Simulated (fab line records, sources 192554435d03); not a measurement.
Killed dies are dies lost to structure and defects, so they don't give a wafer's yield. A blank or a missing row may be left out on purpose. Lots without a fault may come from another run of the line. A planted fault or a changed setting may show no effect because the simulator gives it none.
Chamber matching | flow n5_finfet | N5_FIN_CUT_DESCUM_13 on rie_diel-02: 4 sister chambers
The step chemistry O2, time 7 s. 24 wafers are shown with their chamber, then 12 later ones without.

WAFERS WITH THEIR CHAMBER
wafer  | chamber | showerhead_plenum_p_Torr (Torr) | throttle_valve_pct (%) | drypump_motor_current_A (A)
L074.2 | 1       | 2.04                            | 20.74                  | 6.0
L074.3 | 0       | 2.09                            | 20.55                  | 5.8
L074.5 | 0       | 2.09                            | 20.55                  | 5.8
L075.1 | 1       | 2.04                            | 20.74                  | 6.0
L075.3 | 2       | 2.19                            | 20.54                  | 6.3
L075.5 | 3       | 2.07                            | 20.11                  | 5.8
L077.2 | 0       | 2.09                            | 20.57                  | 5.8
L077.5 | 1       | 2.04                            | 20.76                  | 6.0
L077.6 | 0       | 2.09                            | 20.57                  | 5.8
L079.1 | 1       | 2.04                            | 20.75                  | 6.0
L079.2 | 3       | 2.07                            | 20.13                  | 5.9
L079.5 | 1       | 2.04                            | 20.76                  | 6.0
L081.2 | 1       | 2.04                            | 20.76                  | 6.0
L081.4 | 0       | 2.09                            | 20.57                  | 5.8
L081.5 | 3       | 2.07                            | 20.14                  | 5.8
L086.2 | 3       | 2.07                            | 20.14                  | 5.8
L086.4 | 2       | 2.19                            | 20.57                  | 6.3
L086.6 | 3       | 2.07                            | 20.14                  | 5.8
L087.1 | 1       | 2.03                            | 20.78                  | 6.0
L087.3 | 0       | 2.08                            | 20.59                  | 5.7
L087.5 | 1       | 2.03                            | 20.77                  | 6.0
L088.1 | 0       | 2.08                            | 20.59                  | 5.8
L088.2 | 1       | 2.03                            | 20.77                  | 6.0
L088.4 | 0       | 2.08                            | 20.58                  | 5.8

SIGNATURES (means of the wafers above)
reading                  | chamber 0 | chamber 1 | chamber 2 | chamber 3 | scatter within a chamber
showerhead_plenum_p_Torr | 2.0862    | 2.0367    | 2.1900    | 2.0700    | 0.0044
throttle_valve_pct       | 20.5712   | 20.7589   | 20.5550   | 20.1320   | 0.0147
drypump_motor_current_A  | 5.787     | 6.000     | 6.300     | 5.820     | 0.0289
Rule: a wafer's distance from a chamber is the root of the sum, over the readings, of the square of ((its reading less the chamber's mean) divided by the reading's scatter). The wafer belongs to the nearest chamber; if the next one is less than 2 further off, it can't be placed. The scatter: the root of (the sum of the squares of (reading less its chamber's mean) over the shown wafers, divided by (wafers less chambers)).

WAFERS WITHOUT THEIR CHAMBER
wafer  | showerhead_plenum_p_Torr (Torr) | throttle_valve_pct (%) | drypump_motor_current_A (A)
L091.3 | 2.06                            | 20.18                  | 5.9
L091.4 | 2.03                            | 20.78                  | 6.1
L091.6 | 2.08                            | 20.60                  | 5.8
L093.4 | 2.06                            | 20.17                  | 5.9
L093.5 | 2.19                            | 20.57                  | 6.2
L093.6 | 2.06                            | 20.17                  | 5.8
L094.2 | 2.18                            | 20.57                  | 6.3
L094.3 | 2.03                            | 20.79                  | 6.0
L094.4 | 2.18                            | 20.58                  | 6.3
L095.1 | 2.06                            | 20.19                  | 5.8
L095.4 | 2.18                            | 20.59                  | 6.3
L095.5 | 2.06                            | 20.18                  | 5.8

WHICH CHAMBER EACH WENT THROUGH
wafer  | from the rows above | in truth
L091.3 | 3                   | 3
L091.4 | 1                   | 1
L091.6 | 0                   | 0
L093.4 | 3                   | 3
L093.5 | 2                   | 2
L093.6 | 3                   | 3
L094.2 | 2                   | 2
L094.3 | 1                   | 1
L094.4 | 2                   | 2
L095.1 | 3                   | 3
L095.4 | 2                   | 2
L095.5 | 3                   | 3
Placed correctly: 12 of 12. Can't be placed from these rows: 0. Placed wrongly: 0.
